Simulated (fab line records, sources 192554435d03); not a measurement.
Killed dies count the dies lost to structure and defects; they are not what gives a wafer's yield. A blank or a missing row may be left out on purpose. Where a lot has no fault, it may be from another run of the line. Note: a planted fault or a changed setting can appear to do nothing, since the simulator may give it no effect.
Code-filled problem report in 8D (eight disciplines) form | flow n5Finfet | the parts of the form that need people (team, actions taken, sign-off) are left out

## 1. WHAT WENT WRONG
rawDefectCount at N5_BEOL_M9_INSPECT_58 reads a mean of 986 on 6 wafers of 2 lots; wafers without a fault read 73 with a standard deviation of 23. Measured from the usual mean, that is +40 standard deviations.
The step: inspects for defects (darkfield).
First seen on wafer L137.2, day 13 15:02, on defectInspect-01. The record has a number at this step for 30 wafers belonging to 10 lots. Rule for "out" (also "out of limits"): further than 4 standard deviations from the usual mean. Any other wafer with a number is counted as sound.

## 2. WHAT IT IS, AND WHAT IT ISN'T
question                    | is                                 | is not
which readings at this step | rawDefectCount                     | -
which lots                  | L136, L137                         | L124, L125, L127, L128, L143, L144, L145, L146
which wafers of those lots  | all that have a number             | -
read on which gauges        | defectInspect-01, defectInspect-02 | -
when                        | from day 13 15:02                  | up to then (12 sound wafers); but 12 sound wafers of L143, L144, L145, L146 came after

## 3. THE SUSPECTS, EACH WITH WHAT RULES IT OUT
Counting: a tool at any process step up to the reading remains a suspect when it ran all the lots that are out and ran no sound lot after the first of those.
- ruled out: the gauge at N5_BEOL_M9_INSPECT_58. Those wafers that are out were read across 2 gauges (defectInspect-01, defectInspect-02).
- pecvd-04 at N5_BEOL_M9_DEP_56 (deposits SiCN from 3MS/NH3, target thk 15 nm, time 26.5 s): kept. All lots that are out passed through it, beginning with L137 at day 13 14:56, and no sound lot followed; its final sound lot before that point was L128 at day 11 06:13.
After counting, what remains is pecvd-04 at N5_BEOL_M9_DEP_56.

## 4. THE CAUSE (what the simulator had put in)
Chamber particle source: pecvd-04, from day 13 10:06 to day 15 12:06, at N5_BEOL_M9_DEP_56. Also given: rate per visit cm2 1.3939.
This tool alone remained once counting was done.

## 5. THE CHAIN OF EFFECTS, in route order
Each row: a reading where the mean over the struck wafers with a number is more than 3 standard deviations away from the usual. Only readings whose record carries a usual standard deviation are examined. hours: median over the lots of the time between each lot's start at the first step of this table that gives one and its start at this step. sigmas: the change, counted in usual standard deviations.
hours | step                    | reading             | usual  | on struck wafers | change | sigmas
0     | N5_BEOL_M9_INSPECT_58   | rawDefectCount      | 73     | 986              | +913   | +40
3     | N5_BEOL_M10_INSPECT_13  | rawDefectCount      | 418    | 1351             | +933   | +9.3
63    | N5_PASSIVATION_PROBE_49 | defectLimitedYield  | 91.1 % | 84.1             | -7.0   | -4.4
63    | N5_PASSIVATION_PROBE_49 | killed_at_M4_up     | 13     | 93               | +80    | +15
63    | N5_PASSIVATION_PROBE_49 | killedDies          | 105    | 188              | +83    | +4.6
63    | N5_PASSIVATION_PROBE_49 | killedOnRim         | 14     | 31               | +17    | +4.2
63    | N5_PASSIVATION_PROBE_49 | sort_bin_5_function | 5.2 %  | 9.5              | +4.3   | +4.5
63    | N5_PASSIVATION_PROBE_49 | sortNPass           | 1075   | 992              | -83    | -4.4
The process steps in it:
- N5_PASSIVATION_PROBE_49

## 6. HOW IT WOULD HAVE BEEN CAUGHT EARLIER
The first out-of-limits reading at a measuring or inspecting step in this record came at day 13 15:02, 5 hours after the fault's start at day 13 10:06.
Of the tool readings at N5_BEOL_M9_DEP_56 for which the record gives a usual standard deviation, none was out on any struck wafer, so an alarm limit of 4 standard deviations on them would not have fired.
Among the 2 lots that are out, L136 began N5_BEOL_M9_DEP_56 on pecvd-04 after day 13 15:02. It would have been spared by a hold on the tool at that moment.
